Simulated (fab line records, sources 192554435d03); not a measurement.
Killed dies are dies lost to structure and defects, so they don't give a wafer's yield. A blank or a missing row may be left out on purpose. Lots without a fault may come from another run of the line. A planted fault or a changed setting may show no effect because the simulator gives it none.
Chamber matching | flow n5_finfet | N5_FIN_SAQP_HM_OPEN_73 on rie_diel-04: 4 sister chambers
The step chemistry CHF3/O2, target SiO2, stops on a-Si, target depth 12 nm, time 16.8 s. 18 wafers are shown with their chamber, then 9 later ones without.

WAFERS WITH THEIR CHAMBER
wafer  | chamber | rf_vpp_V (V) | showerhead_plenum_p_Torr (Torr) | throttle_valve_pct (%)
L077.3 | 2       | 534          | 2.39                            | 19.01
L077.5 | 3       | 540          | 2.38                            | 18.92
L077.6 | 2       | 535          | 2.39                            | 19.03
L079.3 | 2       | 534          | 2.39                            | 19.05
L079.4 | 3       | 542          | 2.38                            | 18.93
L079.5 | 1       | 490          | 2.49                            | 18.87
L083.1 | 0       | 507          | 2.32                            | 18.61
L083.2 | 1       | 492          | 2.49                            | 18.88
L083.3 | 3       | 541          | 2.38                            | 18.94
L083.4 | 2       | 535          | 2.38                            | 19.04
L083.5 | 2       | 534          | 2.38                            | 19.06
L083.6 | 3       | 540          | 2.38                            | 18.94
L084.2 | 2       | 535          | 2.38                            | 19.05
L084.3 | 1       | 492          | 2.49                            | 18.89
L084.6 | 2       | 535          | 2.38                            | 19.05
L086.2 | 2       | 534          | 2.38                            | 19.04
L086.3 | 1       | 491          | 2.48                            | 18.89
L086.6 | 0       | 507          | 2.32                            | 18.61

SIGNATURES (means of the wafers above)
reading                  | chamber 0 | chamber 1 | chamber 2 | chamber 3 | scatter within a chamber
rf_vpp_V                 | 507.00    | 491.25    | 534.50    | 540.75    | 0.732
showerhead_plenum_p_Torr | 2.3200    | 2.4875    | 2.3838    | 2.3800    | 0.00433
throttle_valve_pct       | 18.6100   | 18.8825   | 19.0413   | 18.9325   | 0.0126
Rule: a wafer's distance from a chamber is the root of the sum, over the readings, of the square of ((its reading less the chamber's mean) divided by the reading's scatter). The wafer belongs to the nearest chamber; if the next one is less than 2 further off, it can't be placed. The scatter: the root of (the sum of the squares of (reading less its chamber's mean) over the shown wafers, divided by (wafers less chambers)).

WAFERS WITHOUT THEIR CHAMBER
wafer  | rf_vpp_V (V) | showerhead_plenum_p_Torr (Torr) | throttle_valve_pct (%)
L090.1 | 492          | 2.48                            | 18.90
L090.3 | 542          | 2.37                            | 18.52
L090.5 | 508          | 2.32                            | 18.62
L092.1 | 535          | 2.38                            | 18.57
L092.2 | 542          | 2.37                            | 18.54
L092.3 | 491          | 2.48                            | 18.91
L092.4 | 506          | 2.32                            | 18.65
L092.5 | 506          | 2.32                            | 18.65
L092.6 | 491          | 2.48                            | 18.93

WHICH CHAMBER EACH WENT THROUGH
wafer  | from the rows above | in truth
L090.1 | 1                   | 1
L090.3 | 3                   | 3
L090.5 | 0                   | 0
L092.1 | 3                   | 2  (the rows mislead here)
L092.2 | 3                   | 3
L092.3 | 1                   | 1
L092.4 | 0                   | 0
L092.5 | 0                   | 0
L092.6 | 1                   | 1
Placed correctly: 8 of 9. Can't be placed from these rows: 0. Placed wrongly: 1.
